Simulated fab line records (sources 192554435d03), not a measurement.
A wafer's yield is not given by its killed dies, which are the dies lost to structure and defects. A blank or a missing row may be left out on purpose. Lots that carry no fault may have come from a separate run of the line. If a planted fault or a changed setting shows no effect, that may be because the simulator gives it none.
fab line records	flow n5-finfet
[record] lots = 11	wafers = 33	last-day = 17
route steps=1938 shown BEOL_M14@1732 PASSIVATION@1936
lots with no fault: from the same line, run without faults
start-h: hours from the record's first day to the start of the lot's first wafer shown	wait-h: hours from the lot's prior step to this one	" unchanged from the row above	L1.1+2: one row covering several wafers at once	- no value, or no start given	* or withheld: withheld	< > ~ a bound
route shown NAME@n: names a module that has steps shown in the file, with the first one's number in the route	usual: mean and standard deviation over wafers with no fault	same: alike in all rows	chamber/n: place in a boat	sites: per-site readings	_std_site: standard deviation of those values	_edge_site: inner sites' mean taken away from outer sites' mean	radius-mm: how far each site lies from the wafer's centre	mask NAME#n: copy n	behind: the most recent tool/chamber to have shaped the wafer	hold: why the lot went on hold/how many hours it stayed there/how the hold came to an end	device: transistor that didn't switch, given as n, p or np	end of line: tests of these same wafers at the route's end	a step with no rows: only its recipe	killed: at the first sort, the dies lost to defects and structure; wafer yield is something else	map: dies across one wafer; x = killed, . = not, _ = none there
set.NAME: setting as actually run; set.NAME@STEP: the setting as run at that earlier step	model.NAME: the simulator's own value behind a step, which no gauge read
a sample of lots followed through the steps of the route, with each step as a table and each wafer as a row
services: from which hour (start-h, from the record's first day; less than 0 if before it) a tool's chamber was out of use, for how many hours, and why
[[steps]]
[step N5_BEOL_M14_STRIP_63]
[recipe] chemistry = O2	power-w = 600	temp-c = 60	pressure-mtorr = 30	rf-frequency-hz = 6e+07	bias-power-w = 0	overash-fraction = 0.3	o2-flow-sccm = 225
[usual] drypump-motor-current-A = 5.4/0.58	oes-product-au = 0.80/0.092	rf-vpp-V = 3.7/0.92	showerhead-plenum-p-Torr = 2.06/0.075	throttle-valve-pct = 16.57/0.23
[same] bias-power-w = 0
lot.wafer	tool	chamber	start-h	wait-h	drypump-motor-current-A	oes-product-au	rf-hours-counter-h	rf-vpp-V	showerhead-plenum-p-Torr	throttle-valve-pct
L234.3	rie-diel-04	3	-	-	4.9	0.68	223	3.0	2.14	16.93
L234.4	"	1	"	"	5.4	0.91	22	5.0	2.25	16.50
L234.5	"	3	"	"	4.9	0.68	-	3.4	2.14	16.97
L237.1	rie-diel-04	3	-	-	4.9	0.69	229	2.1	2.14	16.94
L237.2	"	1	"	"	5.3	0.89	26	5.6	2.25	16.47
L237.5	"	1	"	"	5.3	0.90	-	3.0	2.25	16.46
L238.1	rie-diel-05	2	-	-	5.2	0.80	94	3.3	2.13	16.35
L238.2	"	0	"	"	5.9	0.87	38	4.2	2.03	16.21
L238.6	"	0	"	"	5.9	0.86	-	2.5	2.03	16.24
L236.2	rie-diel-04	2	-	-	5.3	0.69	225	2.3	2.02	16.72
L236.5	"	2	"	"	5.3	0.69	-	3.7	2.02	16.73
L236.6	"	1	"	"	5.3	0.89	-	3.6	2.25	16.48
L240.1	rie-diel-01	2	-	-	6.3	0.94	13	3.6	2.04	16.36
L240.3	"	0	"	"	4.9	0.87	44	2.7	2.04	16.49
L240.5	"	0	"	"	4.9	0.87	-	3.2	2.04	16.50
L246.1	rie-diel-05	1	-	-	6.4	0.70	204	2.6	1.99	16.74
L246.2	"	3	"	"	4.9	0.70	228	3.6	2.00	16.93
L246.5	"	0	"	"	5.9	0.86	-	3.3	2.03	16.25
L249.2	rie-diel-05	3	-	-	4.9	0.70	235	4.3	2.00	16.97
L249.5	"	3	"	"	4.9	0.69	-	2.8	2.00	16.95
L249.6	"	0	"	"	5.9	0.83	-	2.2	2.03	16.27
L250.2	rie-diel-01	1	-	-	4.7	1.00	2	3.0	2.14	16.37
L250.5	"	1	"	"	4.7	1.01	-	2.6	2.14	16.38
L250.6	"	0	"	"	4.9	0.81	-	4.1	2.03	16.58
L252.2	rie-diel-01	0	-	-	4.9	0.83	76	4.1	2.03	16.55
L252.3	"	2	"	"	6.3	0.87	47	3.6	2.03	16.42
L252.5	"	2	"	"	6.3	0.88	-	3.3	2.03	16.44
L254.1	rie-diel-04	1	-	-	5.3	0.83	72	3.3	2.23	16.59
L254.3	"	0	"	"	5.5	0.86	59	2.3	2.01	16.62
L254.5	"	0	"	"	5.5	0.86	-	4.1	2.01	16.61
L256.3	rie-diel-05	2	-	-	5.2	0.77	129	3.4	2.11	16.42
L256.5	"	0	"	"	5.9	0.80	-	4.1	2.02	16.29
L256.6	"	1	"	"	6.4	0.69	-	3.4	1.98	16.81
[step N5_BEOL_M14_STRIP_64]
[recipe] chemistry = O2	power-w = 600	temp-c = 60	pressure-mtorr = 30	rf-frequency-hz = 6e+07	bias-power-w = 0	overash-fraction = 0.3	o2-flow-sccm = 225
[usual] drypump-motor-current-A = 5.4/0.58	oes-product-au = 0.80/0.093	rf-vpp-V = 3.7/0.51	showerhead-plenum-p-Torr = 2.06/0.075	throttle-valve-pct = 16.57/0.23
[same] bias-power-w = 0
lot.wafer	tool	chamber	start-h	wait-h	drypump-motor-current-A	oes-product-au	rf-hours-counter-h	rf-vpp-V	showerhead-plenum-p-Torr	throttle-valve-pct
L234.3	rie-diel-04	3	-	-	4.8	0.67	223	3.5	2.14	16.91
L234.4	"	1	"	"	5.3	0.91	22	3.7	2.25	16.47
L234.5	"	3	"	"	4.8	0.68	-	3.6	2.14	16.92
L237.1	rie-diel-04	3	-	-	4.9	0.67	229	3.9	2.14	16.93
L237.2	"	1	"	"	5.3	0.90	26	3.2	2.25	16.49
L237.5	"	1	"	"	5.3	0.90	-	4.7	2.25	16.48
L238.1	rie-diel-05	2	-	-	5.2	0.80	94	3.7	2.13	16.39
L238.2	"	0	"	"	6.0	0.87	38	3.6	2.03	16.21
L238.6	"	0	"	"	6.0	0.87	-	3.1	2.03	16.20
L236.2	rie-diel-04	2	-	-	5.3	0.69	225	3.9	2.02	16.73
L236.5	"	2	"	"	5.3	0.69	-	3.7	2.02	16.72
L236.6	"	1	"	"	5.3	0.89	-	3.8	2.25	16.50
L240.1	rie-diel-01	2	-	-	6.3	0.94	13	2.6	2.04	16.37
L240.3	"	0	"	"	4.9	0.88	44	4.4	2.04	16.48
L240.5	"	0	"	"	4.9	0.88	-	3.7	2.04	16.49
L246.1	rie-diel-05	1	-	-	6.4	0.71	204	3.8	1.99	16.75
L246.2	"	3	"	"	4.9	0.70	228	3.6	2.00	16.94
L246.5	"	0	"	"	6.0	0.84	-	3.5	2.03	16.24
L249.2	rie-diel-05	3	-	-	4.9	0.70	235	3.6	2.00	16.95
L249.5	"	3	"	"	4.9	0.70	-	4.0	2.00	16.96
L249.6	"	0	"	"	5.9	0.84	-	3.4	2.03	16.25
L250.2	rie-diel-01	1	-	-	4.7	0.99	2	3.8	2.14	16.38
L250.5	"	1	"	"	4.7	1.00	-	3.8	2.14	16.36
L250.6	"	0	"	"	4.9	0.85	-	3.0	2.03	16.55
L252.2	rie-diel-01	0	-	-	4.9	0.83	76	3.8	2.03	16.54
L252.3	"	2	"	"	6.3	0.87	47	3.4	2.02	16.45
L252.5	"	2	"	"	6.3	0.87	-	3.8	2.02	16.44
L254.1	rie-diel-04	1	-	-	5.4	0.82	72	3.7	2.23	16.60
L254.3	"	0	"	"	5.4	0.86	59	3.6	2.01	16.60
L254.5	"	0	"	"	5.5	0.85	-	4.0	2.01	16.60
L256.3	rie-diel-05	2	-	-	5.2	0.76	129	3.3	2.11	16.44
L256.5	"	0	"	"	5.9	0.81	-	3.1	2.02	16.30
L256.6	"	1	"	"	6.4	0.69	-	4.3	1.98	16.80
[step N5_BEOL_M14_COAT_65]
[recipe] resist = SOC	temp-c = 250	time-s = 60	spin-rpm = 1500	resist-thk-nm = 450
[usual] exhaust-pa = 45.0/0.73	spin-speed-rpm = 1500.2/1.2
lot.wafer	tool	chamber	start-h	wait-h	exhaust-pa	spin-speed-rpm
L234.3	litho-track-05	0	230.95	0.0	45.7	1501.0
L234.4	"	0	"	"	45.4	1500.3
L234.5	"	0	"	"	44.8	1499.9
L237.1	litho-track-05	0	247.03	0.0	44.5	1499.4
L237.2	"	0	"	"	45.3	1503.7
L237.5	"	0	"	"	44.4	1500.5
L238.1	litho-track-03	0	259.00	0.0	45.1	1499.1
L238.2	"	0	"	"	45.0	1499.9
L238.6	"	0	"	"	45.1	1500.0
L236.2	litho-track-01	0	259.51	0.0	45.2	1501.5
L236.5	"	0	"	"	44.6	1500.0
L236.6	"	0	"	"	45.5	1500.3
L240.1	litho-track-03	0	264.62	0.0	44.8	1502.0
L240.3	"	0	"	"	45.2	1499.2
L240.5	"	0	"	"	45.0	1500.5
L246.1	litho-track-01	0	302.19	0.0	44.9	1499.3
L246.2	"	0	"	"	44.3	1498.7
L246.5	"	0	"	"	44.1	1501.7
L249.2	litho-track-01	0	318.13	0.0	46.1	1498.8
L249.5	"	0	"	"	46.0	1498.4
L249.6	"	0	"	"	45.7	1501.4
L250.2	litho-track-03	0	340.78	0.0	43.9	1500.0
L250.5	"	0	"	"	44.9	1501.1
L250.6	"	0	"	"	43.8	1500.6
L252.2	litho-track-03	0	352.65	0.0	44.5	1381.9
L252.3	"	0	"	"	44.6	1380.0
L252.5	"	0	"	"	46.2	1381.3
L254.1	litho-track-03	0	359.07	0.0	44.7	1381.8
L254.3	"	0	"	"	44.2	1381.2
L254.5	"	0	"	"	45.6	1382.6
L256.3	litho-track-01	0	379.47	0.0	46.5	1501.5
L256.5	"	0	"	"	45.9	1502.7
L256.6	"	0	"	"	45.3	1501.0
[step N5_BEOL_M14_CD_MEAS_28]
[recipe] target-cd-nm = 284.4	landing-energy-ev = 500	detector = se-inlens
[usual] cd-nm = 285.2/2.1
lot.wafer	tool	chamber	start-h	wait-h	cd-nm
L234.3	cd-sem-01	0	231.24	-	285.7
L234.4	"	0	"	"	285.6
L234.5	"	0	"	"	283.6
L237.1	cd-sem-02	0	247.32	-	280.7
L237.2	"	0	"	"	287.1
L237.5	"	0	"	"	289.7
L238.1	cd-sem-02	0	259.29	-	285.6
L238.2	"	0	"	"	285.8
L238.6	"	0	"	"	285.9
L236.2	cd-sem-01	0	259.80	-	288.1
L236.5	"	0	"	"	282.9
L236.6	"	0	"	"	284.3
L240.1	cd-sem-01	0	264.96	-	280.5
L240.3	"	0	"	"	284.7
L240.5	"	0	"	"	280.7
L246.1	cd-sem-03	0	302.48	-	283.2
L246.2	"	0	"	"	288.1
L246.5	"	0	"	"	290.9
L249.2	cd-sem-01	0	318.55	-	282.8
L249.5	"	0	"	"	287.2
L249.6	"	0	"	"	284.0
L250.2	cd-sem-01	0	341.19	-	285.4
L250.5	"	0	"	"	284.5
L250.6	"	0	"	"	286.2
L252.2	cd-sem-03	0	353.06	-	284.7
L252.3	"	0	"	"	289.6
L252.5	"	0	"	"	286.8
L254.1	cd-sem-01	0	359.36	-	284.5
L254.3	"	0	"	"	284.9
L254.5	"	0	"	"	286.0
L256.3	cd-sem-01	0	379.77	-	285.2
L256.5	"	0	"	"	287.6
L256.6	"	0	"	"	283.5
[step N5_PASSIVATION_PROBE_49]
[usual] defect-limited-yield = 91.1/1.5	killed_at_M0_to_M3 = 35/11	killed_at_M4_up = 13/5.7	killed-at-contacts = 12/5.7	killed-at-front-end = 40/11	killed-at-other = 4/4.4	killed-dies = 105/18	killed-open = 68/14	killed-short = 34/7.4	sort_bin_5_function = 5.2/1	sort_bin_6_memory = 3.3/0.67	sort_bin_8_speed = 0.04/0.29	sort-n-pass = 1074/18	sort-yield-pct = 91.0/1.5
[same] gross-dies = 1180	killed-at-back-side = 0	sort_bin_4_leakage[%] = 0
lot.wafer	tool	chamber	start-h	wait-h	defect-limited-yield[%]	killed_at_M0_to_M3	killed_at_M4_up	killed-at-contacts	killed-at-front-end	killed-at-other	killed-dies	killed-open	killed-short	sort_bin_5_function[%]	sort_bin_6_memory[%]	sort_bin_8_speed[%]	sort-n-pass	sort-yield-pct[%]
L254.1	prober-01	-	390.74	0.0	89.0	54	10	9	52	5	130	87	40	7.5	3.0	0	1050	89.0
L254.3	prober-01	-	390.84	0.1	85.8	75	10	22	59	1	167	122	44	8.2	5.8	0	1013	85.8
L254.5	prober-01	-	390.94	0.2	91.3	34	11	18	40	0	103	64	33	4.8	3.1	0	1077	91.3
// killed by level:class
L254.1 BEOL_M0_SAQP:geometric-particle:open=19 BEOL_M0_SAQP:geometric-particle:short=14 FIN_SAQP:geometric-particle:short=11 STI_FIN_REVEAL:geometric-particle:open=9 MOL_CONTACT_COAG:geometric-particle:open=9 BEOL_M2:geometric-particle:open=7 FIN_SAQP:geometric-particle:open=6 STARTING-WAFER:geometric-particle:open=6
L254.3 BEOL_M0_SAQP:geometric-particle:open=27 MOL_CONTACT_COAG:geometric-particle:open=19 STI_FIN_REVEAL:geometric-particle:open=14 FIN_SAQP:geometric-particle:short=13 BEOL_M0_SAQP:geometric-particle:short=13 BEOL_M1:geometric-particle:open=13 DUMMY_GATE:geometric-particle:open=9 BEOL_M0:geometric-particle:open=9
L254.5 BEOL_M1:geometric-particle:open=11 FIN_SAQP:geometric-particle:short=9 MOL_CONTACT_COAG:geometric-particle:open=9 MOL_CONTACT_COAG:geometric-particle:short=8 STI_FIN_REVEAL:geometric-particle:open=7 BEOL_M3:geometric-particle:open=6 BEOL_M0_SAQP:geometric-particle:short=5 FIN_SAQP:geometric-particle:open=4
[[services]]
tool	chamber	start-h	hours	kind
rie-diel-01	2	212.78	-	clean
rie-diel-04	-	240.99	2.6	repair
rie-diel-05	1	254.24	8.0	repair
rie-diel-01	0	269.87	1.4	repair
rie-diel-05	-	282.41	10.9	repair
rie-diel-04	3	299.41	-	clean
rie-diel-04	3	299.41	-	consumable-replace:focus-ring
rie-diel-04	3	299.41	19.9	scheduled-down
rie-diel-04	3	299.41	19.9	vent-cycle
rie-diel-05	2	299.44	23.6	repair
rie-diel-05	1	319.97	6.9	repair
rie-diel-04	2	320.59	4.6	repair
rie-diel-04	2	325.46	-	clean
rie-diel-04	2	325.46	-	consumable-replace:focus-ring
rie-diel-04	2	325.46	-	consumable-replace:showerhead
rie-diel-04	2	325.46	17.0	scheduled-down
rie-diel-04	2	325.46	17.0	vent-cycle
rie-diel-01	1	350.04	2.2	repair
rie-diel-05	3	359.09	-	clean
rie-diel-05	3	359.09	-	consumable-replace:focus-ring
rie-diel-05	3	359.09	-	consumable-replace:showerhead
rie-diel-05	3	359.09	24.8	scheduled-down
rie-diel-05	3	359.09	24.8	vent-cycle
rie-diel-01	3	370.96	4.0	repair
[[key]]
[first-sign] step = N5_BEOL_M14_COAT_65	reading = spin-speed-rpm	direction = down	sigmas = 99+	usual = *	struck = *
effect none on later readings
met-at N5_BEOL_M14_COAT_65
struck-lots L252,L254
not-acting-at N5_BEOL_M14_STRIP_63,N5_BEOL_M14_STRIP_64,N5_BEOL_M14_CD_MEAS_28
onset-between 340.78 352.65
[earlier-fault] kind = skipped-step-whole	tool = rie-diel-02	chamber = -	onset-h = 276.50	steps = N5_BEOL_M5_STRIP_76	scope = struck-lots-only
[fault] kind = process-parameter-drift	tool = litho-track-03	chamber = -	onset-h = 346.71	steps = N5_BEOL_M14_COAT_65	channel = spin-rpm	offset = *	shape = step	acts-in = *	stated = *
